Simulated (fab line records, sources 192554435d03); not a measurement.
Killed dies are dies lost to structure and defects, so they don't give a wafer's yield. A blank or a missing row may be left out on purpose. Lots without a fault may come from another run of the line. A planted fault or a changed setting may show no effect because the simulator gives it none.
fab line records | flow n5_finfet | part 1 of 2: steps 1 to 20 of 31
record lots=5 wafers=15 last_day=16
route steps=1938 shown BEOL_M1@754
lots that met no fault: from a run of the same line without faults
start_h: hours from the record's first day to the start of the lot's first wafer shown | wait_h: hours since the lot's step before | " the same as in the row above | L1.1+2: a row that stands for several wafers | - no value, or no start given | * or withheld: withheld | < > ~ a bound
route shown NAME@n: a module of which the file shows steps, and the number in the route of the first | usual: mean/standard deviation of fault-free wafers | same: alike in all rows | chamber/n: place in a boat | sites: the reading at each site | _std_site: their standard deviation | _edge_site: outer sites' mean less inner sites' | radius_mm: how far each site lies from the wafer's centre | mask NAME#n: copy n | behind: the tool/chamber that last shaped the wafer | hold: why the lot was held/for how many hours/how that ended | device: the transistor (n, p or np) that didn't switch | end of line: the same wafers' tests at the end of the route | a step without rows: its recipe alone | killed: dies lost to structure and defects at the first sort, not the wafer's yield | map: a wafer's dies, x killed, . not, _ none there
set.NAME: the setting as run; set.NAME@STEP: as run at that earlier step | model.NAME: the simulator's own value behind a step, which no gauge read
lots at some steps of the route; a table a step, a row a wafer
services: from which hour (start_h, from the record's first day; less than 0 if before it) a tool's chamber was out of use, for how many hours, and why
## steps
# step N5_BEOL_M1_HM_DEP_02
# recipe material=TiN target_thk_a=200 temp_c=25 chamber_pressure_pa=0.49996
# usual throttle_valve_pct=29.9/1.3
# columns lot.wafer tool chamber start_h wait_h throttle_valve_pct
L083.1 pvd_sputter-03 - 175.21 1.6 31.1
L083.4 " - " " 29.1
L083.5 " - " " 30.6
L086.1 pvd_sputter-02 - 201.18 0.1 30.5
L086.2 " - " " 30.6
L086.3 " - " " 29.6
L088.2 pvd_sputter-03 - 211.10 1.1 30.6
L088.3 " - " " 29.2
L088.5 " - " " 31.2
L093.1 pvd_sputter-01 - 233.49 0.7 29.7
L093.3 " - " " 26.5
L093.5 " - " " 30.3
L094.2 pvd_sputter-03 - 238.11 0.5 29.3
L094.3 " - " " 30.9
L094.4 " - " " 31.3
# step N5_BEOL_M1_COAT_61
# recipe resist=SOC temp_c=250 time_s=60 spin_rpm=1500 resist_thk_nm=60
# usual exhaust_pa=45.1/1.1
# columns lot.wafer tool chamber start_h wait_h exhaust_pa
L083.1 litho_track-05 0 175.33 0.1 44.4
L083.4 " 0 " " 44.1
L083.5 " 0 " " 45.4
L086.1 litho_track-04 0 201.31 0.1 44.9
L086.2 " 0 " " 43.2
L086.3 " 0 " " 45.0
L088.2 litho_track-05 0 211.22 0.1 47.5
L088.3 " 0 " " 45.8
L088.5 " 0 " " 46.1
L093.1 litho_track-02 0 233.61 0.1 43.5
L093.3 " 0 " " 45.3
L093.5 " 0 " " 43.5
L094.2 litho_track-05 0 238.23 0.1 45.1
L094.3 " 0 " " 45.0
L094.4 " 0 " " 44.2
# step N5_BEOL_M1_COAT_62
# recipe resist=SiARC temp_c=220 time_s=60 spin_rpm=1500 resist_thk_nm=12
# usual exhaust_pa=44.9/0.92
# columns lot.wafer tool chamber start_h wait_h exhaust_pa
L083.1 litho_track-05 0 - - 45.9
L083.4 " 0 " " 44.6
L083.5 " 0 " " 46.6
L086.1 litho_track-04 0 - - 45.6
L086.2 " 0 " " 45.0
L086.3 " 0 " " 45.0
L088.2 litho_track-05 0 - - 45.5
L088.3 " 0 " " 45.3
L088.5 " 0 " " 45.7
L093.1 litho_track-02 0 - - 45.1
L093.3 " 0 " " 45.7
L093.5 " 0 " " 45.6
L094.2 litho_track-05 0 - - 46.3
L094.3 " 0 " " 44.9
L094.4 " 0 " " 44.4
# step N5_BEOL_M1_COAT_73
# recipe resist=underlayer temp_c=205 time_s=60 spin_rpm=1500 resist_thk_nm=5
# usual exhaust_pa=44.9/0.94
# columns lot.wafer tool chamber start_h wait_h exhaust_pa
L083.1 litho_track-05 0 - - 44.6
L083.4 " 0 " " 45.7
L083.5 " 0 " " 45.8
L086.1 litho_track-04 0 - - 45.5
L086.2 " 0 " " 44.5
L086.3 " 0 " " 46.2
L088.2 litho_track-05 0 - - 44.7
L088.3 " 0 " " 46.3
L088.5 " 0 " " 46.2
L093.1 litho_track-02 0 - - 43.6
L093.3 " 0 " " 44.0
L093.5 " 0 " " 45.2
L094.2 litho_track-05 0 - - 45.0
L094.3 " 0 " " 46.6
L094.4 " 0 " " 45.8
# step N5_BEOL_M1_COAT_05
# recipe resist=CAR-EUV spin_rpm=1500 resist_thk_nm=30
# usual exhaust_pa=45.1/0.73
# columns lot.wafer tool chamber start_h wait_h exhaust_pa
L083.1 litho_track-05 0 - - 45.2
L083.4 " 0 " " 45.4
L083.5 " 0 " " 44.0
L086.1 litho_track-04 0 - - 46.3
L086.2 " 0 " " 44.6
L086.3 " 0 " " 47.5
L088.2 litho_track-05 0 - - 46.3
L088.3 " 0 " " 44.9
L088.5 " 0 " " 45.9
L093.1 litho_track-02 0 - - 45.7
L093.3 " 0 " " 45.4
L093.5 " 0 " " 45.1
L094.2 litho_track-05 0 - - 45.1
L094.3 " 0 " " 46.0
L094.4 " 0 " " 45.3
# step N5_BEOL_M1_EBR_07
# recipe solvent=PGMEA ebr_width_mm=1.5
# usual exhaust_pa=45.0/0.77
# same ebr_width_mm=1.5
# columns lot.wafer tool chamber start_h wait_h exhaust_pa
L083.1 litho_track-05 0 - - 45.7
L083.4 " 0 " " 45.1
L083.5 " 0 " " 43.6
L086.1 litho_track-04 0 - - 46.0
L086.2 " 0 " " 44.2
L086.3 " 0 " " 45.9
L088.2 litho_track-05 0 - - 45.0
L088.3 " 0 " " 44.9
L088.5 " 0 " " 44.8
L093.1 litho_track-02 0 - - 45.7
L093.3 " 0 " " 45.2
L093.5 " 0 " " 45.2
L094.2 litho_track-05 0 - - 44.1
L094.3 " 0 " " 44.7
L094.4 " 0 " " 43.6
# step N5_BEOL_M1_SOFTBAKE_06
# recipe temp_c=110 time_s=60 resist=CAR-EUV
# usual exhaust_pa=45.1/0.76
# columns lot.wafer tool chamber start_h wait_h exhaust_pa
L083.1 litho_track-05 0 - - 46.7
L083.4 " 0 " " 46.1
L083.5 " 0 " " 44.9
L086.1 litho_track-04 0 - - 45.8
L086.2 " 0 " " 45.3
L086.3 " 0 " " 44.2
L088.2 litho_track-05 0 - - 45.1
L088.3 " 0 " " 45.8
L088.5 " 0 " " 45.7
L093.1 litho_track-02 0 - - 44.8
L093.3 " 0 " " 45.6
L093.5 " 0 " " 44.5
L094.2 litho_track-05 0 - - 45.5
L094.3 " 0 " " 45.3
L094.4 " 0 " " 45.6
# step N5_BEOL_M1_EXPOSE_08
# recipe mask_id=M1 na=0.33 source_shape=dipole sigma_inner=0.369 sigma_outer=0.767 polarization=unpolarized dose_mj=33
# columns lot.wafer tool chamber start_h wait_h mask
L083.1+4+5 euv_scanner-01 0 175.59 - M1#0
L086.1+2+3 euv_scanner-01 0 201.57 - M1#0
L088.2+3+5 euv_scanner-01 0 211.49 - M1#0
L093.1+3+5 euv_scanner-01 0 233.87 - M1#0
L094.2+3+4 euv_scanner-01 0 238.38 - M1#0
# step N5_BEOL_M1_PEB_09
# recipe peb_temp_c=100 peb_time_s=60 resist=CAR-EUV
# usual exhaust_pa=44.9/0.96
# same peb_time_s=60
# columns lot.wafer tool chamber start_h wait_h exhaust_pa
L083.1 litho_track-04 0 175.65 0.1 44.0
L083.4 " 0 " " 43.1
L083.5 " 0 " " 43.9
L086.1 litho_track-05 0 201.63 0.1 45.9
L086.2 " 0 " " 45.8
L086.3 " 0 " " 46.5
L088.2 litho_track-04 0 211.54 0.0 45.0
L088.3 " 0 " " 45.2
L088.5 " 0 " " 44.3
L093.1 litho_track-02 0 233.93 0.1 45.4
L093.3 " 0 " " 44.8
L093.5 " 0 " " 46.1
L094.2 litho_track-04 0 238.43 0.0 43.7
L094.3 " 0 " " 42.7
L094.4 " 0 " " 46.8
# step N5_BEOL_M1_DEVELOP_10
# recipe develop_time_s=30 developer=TMAH resist=CAR-EUV rinse_liquid=surfactant_rinse dry=air_spin dev_temp_c=23
# usual exhaust_pa=45.0/0.84
# columns lot.wafer tool chamber start_h wait_h exhaust_pa
L083.1 litho_track-04 0 - - 44.7
L083.4 " 0 " " 43.9
L083.5 " 0 " " 45.7
L086.1 litho_track-05 0 - - 46.3
L086.2 " 0 " " 45.1
L086.3 " 0 " " 45.1
L088.2 litho_track-04 0 - - 45.6
L088.3 " 0 " " 45.3
L088.5 " 0 " " 46.5
L093.1 litho_track-02 0 - - 44.9
L093.3 " 0 " " 43.9
L093.5 " 0 " " 45.0
L094.2 litho_track-04 0 - - 44.9
L094.3 " 0 " " 44.6
L094.4 " 0 " " 43.9
# step N5_BEOL_M1_CD_MEAS_11
# recipe target_cd_nm=17.05 landing_energy_ev=500 detector=se_inlens polarity=opening
# usual cd_nm=17.11/0.23
# columns lot.wafer tool chamber start_h wait_h cd_nm
L083.1 cd_sem-02 0 175.72 - 17.07
L083.4 " 0 " " 17.59
L083.5 " 0 " " 17.12
L086.1 cd_sem-01 0 201.70 - 17.05
L086.2 " 0 " " 17.25
L086.3 " 0 " " 16.87
L088.2 cd_sem-01 0 211.61 - 17.13
L088.3 " 0 " " 16.71
L088.5 " 0 " " 17.16
L093.1 cd_sem-01 0 234.00 - 17.22
L093.3 " 0 " " 17.30
L093.5 " 0 " " 17.26
L094.2 cd_sem-02 0 238.50 - 17.14
L094.3 " 0 " " 17.21
L094.4 " 0 " " 17.46
# step N5_BEOL_M1_OVL_MEAS_12
# recipe points_per_wafer=522
# usual M1_OVL=0.2/0.82
# columns lot.wafer tool chamber start_h wait_h M1_OVL[nm]
L083.1 overlay-01 0 175.75 0.0 1.5
L083.4 " 0 " " 1.2
L083.5 " 0 " " 0.8
L086.1 overlay-01 0 201.73 0.0 0.0
L086.2 " 0 " " -0.2
L086.3 " 0 " " -0.5
L088.2 overlay-02 0 211.65 0.0 2.1
L088.3 " 0 " " -0.1
L088.5 " 0 " " 0.3
L093.1 overlay-02 0 234.03 0.0 0.5
L093.3 " 0 " " -0.2
L093.5 " 0 " " 0.4
L094.2 overlay-01 0 238.53 0.0 0.9
L094.3 " 0 " " 0.6
L094.4 " 0 " " 1.2
# step N5_BEOL_M1_INSPECT_13
# recipe mode=adi inspect_instrument=brightfield
# usual raw_defect_count=400/86
# columns lot.wafer tool chamber start_h wait_h raw_defect_count
L083.1 defect_inspect-02 - 175.81 0.1 242
L083.4 " - " " 347
L083.5 " - " " 344
L086.1 defect_inspect-01 - 201.79 0.1 459
L086.2 " - " " 281
L086.3 " - " " 369
L088.2 defect_inspect-01 - 211.70 0.0 463
L088.3 " - " " 431
L088.5 " - " " 347
L093.1 defect_inspect-01 - 234.09 0.1 374
L093.3 " - " " 335
L093.5 " - " " 346
L094.2 defect_inspect-02 - 238.59 0.0 460
L094.3 " - " " 416
L094.4 " - " " 526
# step N5_BEOL_M1_DESCUM_16
# recipe chemistry=O2 time_s=7 source_power_w=50 bias_power_w=20 pressure_mtorr=20 rf_frequency_hz=2.712e+07 temp_c=40 resist=CAR-EUV o2_flow_sccm=225
# usual drypump_motor_current_A=5.9/0.43 oes_product_au=0.81/0.088 rf_vpp_V=243.6/1.4 showerhead_plenum_p_Torr=2.12/0.083 throttle_valve_pct=20.40/0.22
# columns lot.wafer tool chamber start_h wait_h drypump_motor_current_A oes_product_au rf_hours_counter_h rf_vpp_V showerhead_plenum_p_Torr throttle_valve_pct
L083.1 rie_diel-03 0 175.84 0.0 6.7 0.89 20 241.4 2.05 20.30
L083.4 " 2 " " 5.3 0.75 144 242.5 2.01 20.51
L083.5 " 1 " " 5.9 0.74 - 242.7 2.18 20.65
L086.1 rie_diel-03 2 201.82 0.0 5.3 0.74 155 242.1 2.01 20.52
L086.2 " 0 " " 6.7 0.87 30 242.5 2.05 20.31
L086.3 " 1 " " 6.0 0.72 174 243.5 2.18 20.65
L088.2 rie_diel-02 3 211.73 0.0 5.6 0.92 20 243.9 2.24 20.31
L088.3 " 2 " " 6.2 0.72 199 241.1 1.99 20.76
L088.5 " 2 " " 6.2 0.73 - 240.4 1.99 20.75
L093.1 rie_diel-06 3 234.20 0.1 5.8 0.81 98 244.4 2.20 20.18
L093.3 " 3 " " 5.8 0.81 - 245.6 2.20 20.19
L093.5 " 2 " " 5.2 0.86 - 243.8 2.13 20.40
L094.2 rie_diel-02 3 238.62 0.0 5.6 0.90 30 246.1 2.23 20.32
L094.3 " 0 " " 6.0 0.82 90 244.0 2.20 20.14
L094.4 " 1 " " 6.2 0.73 - 243.5 2.17 20.12
# step N5_BEOL_M1_ETCH_74
# recipe chemistry=N2/H2 target=underlayer target_depth_a=65 mask_material=CAR-EUV time_s=5.2 ion_energy_ev=200 pressure_mtorr=30 source_w=840 bias_w=150 n2_flow_sccm=200 h2_flow_sccm=200 ends=cleared
# usual drypump_motor_current_A=5.9/0.43 etch_rf_on_time_s=5.21/0.097 oes_product_au=0.69/0.076 rf_vpp_V=524.8/2.8 showerhead_plenum_p_Torr=2.57/0.097 throttle_valve_pct=17.86/0.28
# columns lot.wafer tool chamber start_h wait_h drypump_motor_current_A etch_rf_on_time_s oes_product_au rf_hours_counter_h rf_vpp_V showerhead_plenum_p_Torr throttle_valve_pct
L083.1 rie_diel-03 0 175.88 0.0 6.7 5.16 0.77 20 522.5 2.49 17.76
L083.4 " 2 " " 5.3 5.38 0.64 144 521.4 2.45 18.10
L083.5 " 1 " " 5.9 5.32 0.63 - 527.4 2.65 18.19
L086.1 rie_diel-03 2 201.86 0.0 5.3 5.31 0.64 155 521.9 2.45 18.10
L086.2 " 0 " " 6.7 5.15 0.74 30 524.6 2.49 17.75
L086.3 " 1 " " 5.9 5.27 0.62 174 524.1 2.65 18.21
L088.2 rie_diel-02 3 211.77 0.0 5.6 5.06 0.79 20 526.1 2.71 17.64
L088.3 " 2 " " 6.2 5.24 0.63 199 520.0 2.42 18.25
L088.5 " 2 " " 6.2 5.31 0.62 - 519.5 2.42 18.27
L093.1 rie_diel-06 3 234.25 0.0 5.9 5.18 0.70 98 528.5 2.67 17.72
L093.3 " 3 " " 5.9 5.24 0.69 - 526.2 2.67 17.69
L093.5 " 2 " " 5.2 5.24 0.73 - 526.3 2.57 17.76
L094.2 rie_diel-02 3 238.65 0.0 5.6 4.91 0.78 30 527.2 2.70 17.64
L094.3 " 0 " " 6.0 5.21 0.69 90 526.9 2.68 17.53
L094.4 " 1 " " 6.3 5.19 0.63 - 525.7 2.65 17.56
# step N5_BEOL_M1_ETCH_63
# recipe chemistry=CF4 target=SiARC target_depth_a=156 mask_material=CAR-EUV time_s=26 ion_energy_ev=80 pressure_mtorr=40 source_w=545 bias_w=36 Ar_flow_sccm=100 cf4_flow_sccm=100 ends=cleared
# usual drypump_motor_current_A=5.9/0.43 etch_rf_on_time_s=26.0/0.44 oes_product_au=0.69/0.076 rf_vpp_V=184.3/1.3 showerhead_plenum_p_Torr=2.17/0.079 throttle_valve_pct=15.58/0.24
# columns lot.wafer tool chamber start_h wait_h drypump_motor_current_A etch_rf_on_time_s oes_product_au rf_hours_counter_h rf_vpp_V showerhead_plenum_p_Torr throttle_valve_pct
L083.1 rie_diel-03 0 175.89 0.0 6.7 25.8 0.77 20 183.3 2.11 15.48
L083.4 " 2 " " 5.3 26.3 0.65 144 183.3 2.06 15.70
L083.5 " 1 " " 6.0 26.1 0.63 - 185.7 2.22 15.83
L086.1 rie_diel-03 2 201.87 0.0 5.3 26.4 0.64 155 182.9 2.06 15.70
L086.2 " 0 " " 6.6 25.8 0.76 30 184.1 2.10 15.50
L086.3 " 1 " " 6.0 26.2 0.63 174 184.1 2.22 15.84
L088.2 rie_diel-02 3 211.78 0.0 5.6 25.0 0.80 20 184.4 2.28 15.42
L088.3 " 2 " " 6.1 26.1 0.63 199 181.5 2.04 15.99
L088.5 " 2 " " 6.2 26.3 0.63 - 182.5 2.04 16.00
L093.1 rie_diel-06 3 234.27 0.0 5.9 25.9 0.70 98 184.8 2.25 15.37
L093.3 " 3 " " 5.8 25.8 0.69 - 186.0 2.25 15.35
L093.5 " 2 " " 5.2 26.0 0.73 - 184.8 2.17 15.51
L094.2 rie_diel-02 3 238.67 0.0 5.5 25.0 0.78 30 186.1 2.27 15.43
L094.3 " 0 " " 6.0 26.0 0.69 90 184.0 2.25 15.31
L094.4 " 1 " " 6.2 25.7 0.63 - 184.2 2.22 15.40
# step N5_BEOL_M1_ETCH_64
# recipe chemistry=N2/H2 target=SOC target_depth_a=750 overetch_a=150 mask_material=SiARC temp_c=40 time_s=112.5 ion_energy_ev=200 pressure_mtorr=30 source_w=840 bias_w=150 n2_flow_sccm=200 h2_flow_sccm=200
# usual drypump_motor_current_A=5.9/0.43 oes_product_au=0.64/0.065 rf_vpp_V=524.8/2.8 showerhead_plenum_p_Torr=2.57/0.097 throttle_valve_pct=17.82/0.28
# columns lot.wafer tool chamber start_h wait_h drypump_motor_current_A oes_product_au rf_hours_counter_h rf_vpp_V showerhead_plenum_p_Torr throttle_valve_pct
L083.1 rie_diel-03 0 175.92 0.0 6.6 0.71 20 522.8 2.49 17.71
L083.4 " 2 " " 5.3 0.60 144 521.9 2.45 18.06
L083.5 " 1 " " 6.0 0.59 - 527.4 2.65 18.16
L086.1 rie_diel-03 2 201.90 0.0 5.3 0.59 155 521.2 2.45 18.08
L086.2 " 0 " " 6.7 0.70 30 522.6 2.49 17.72
L086.3 " 1 " " 5.9 0.58 174 527.0 2.65 18.20
L088.2 rie_diel-02 3 211.81 0.0 5.6 0.72 20 528.0 2.71 17.61
L088.3 " 2 " " 6.2 0.59 199 520.5 2.42 18.20
L088.5 " 2 " " 6.2 0.58 - 520.5 2.42 18.22
L093.1 rie_diel-06 3 234.32 0.0 5.9 0.64 98 527.8 2.67 17.65
L093.3 " 3 " " 5.8 0.64 - 527.7 2.67 17.66
L093.5 " 2 " " 5.2 0.68 - 523.2 2.57 17.74
L094.2 rie_diel-02 3 238.70 0.0 5.6 0.70 30 528.5 2.70 17.62
L094.3 " 0 " " 6.1 0.64 90 526.5 2.68 17.49
L094.4 " 1 " " 6.2 0.58 - 525.6 2.65 17.52
# step N5_BEOL_M1_STRIP_65
# recipe chemistry=N2/H2 temp_c=40 n2_flow_sccm=200 h2_flow_sccm=200 rf_frequency_hz=6e+07
# columns lot.wafer tool chamber start_h wait_h
L083.1+4+5 rie_diel-03 0,2,1 176.03 0.1
L086.1+2+3 rie_diel-03 2,0,1 202.01 0.1
L088.2+3+5 rie_diel-02 3,2,2 211.92 0.1
L093.1+3+5 rie_diel-06 3,3,2 234.48 0.1
L094.2+3+4 rie_diel-02 3,0,1 238.81 0.1
# step N5_BEOL_M1_STRIP_75
# recipe chemistry=N2/H2 temp_c=40 n2_flow_sccm=200 h2_flow_sccm=200 rf_frequency_hz=6e+07
# columns lot.wafer tool chamber start_h wait_h
L083.1+4+5 rie_diel-03 0,2,1 176.04 0.0
L086.1+2+3 rie_diel-03 2,0,1 202.02 0.0
L088.2+3+5 rie_diel-02 3,2,2 211.93 0.0
L093.1+3+5 rie_diel-06 3,3,2 234.49 0.0
L094.2+3+4 rie_diel-02 3,0,1 238.82 0.0
# step N5_BEOL_M1_STRIP_66
# recipe chemistry=CF4 resist=SiARC power_w=300 bias_power_w=75 pressure_mtorr=50 cf4_flow_sccm=150 rf_frequency_hz=6e+07
# usual drypump_motor_current_A=5.9/0.43 oes_product_au=0.80/0.08 rf_vpp_V=271.7/1.6 showerhead_plenum_p_Torr=1.81/0.065 throttle_valve_pct=13.55/0.25
# columns lot.wafer tool chamber start_h wait_h drypump_motor_current_A oes_product_au rf_hours_counter_h rf_vpp_V showerhead_plenum_p_Torr throttle_valve_pct
L083.1 rie_diel-03 0 176.05 0.0 6.7 0.88 20 271.0 1.77 13.40
L083.4 " 2 " " 5.3 0.76 144 270.5 1.73 13.67
L083.5 " 1 " " 6.0 0.74 - 273.0 1.86 13.80
L086.1 rie_diel-03 2 202.03 0.0 5.3 0.74 155 270.1 1.73 13.70
L086.2 " 0 " " 6.7 0.86 30 270.9 1.76 13.44
L086.3 " 1 " " 5.9 0.73 174 273.2 1.86 13.80
L088.2 rie_diel-02 3 211.94 0.0 5.6 0.90 20 274.4 1.90 13.34
L088.3 " 2 " " 6.2 0.73 199 270.6 1.71 13.97
L088.5 " 2 " " 6.2 0.72 - 269.9 1.71 13.95
L093.1 rie_diel-06 3 234.51 0.0 5.9 0.81 98 273.0 1.89 13.35
L093.3 " 3 " " 5.9 0.81 - 273.5 1.89 13.33
L093.5 " 2 " " 5.2 0.85 - 270.4 1.82 13.44
L094.2 rie_diel-02 3 238.83 0.0 5.5 0.88 30 274.4 1.90 13.38
L094.3 " 0 " " 6.0 0.80 90 271.5 1.88 13.30
L094.4 " 1 " " 6.2 0.72 - 272.0 1.86 13.42
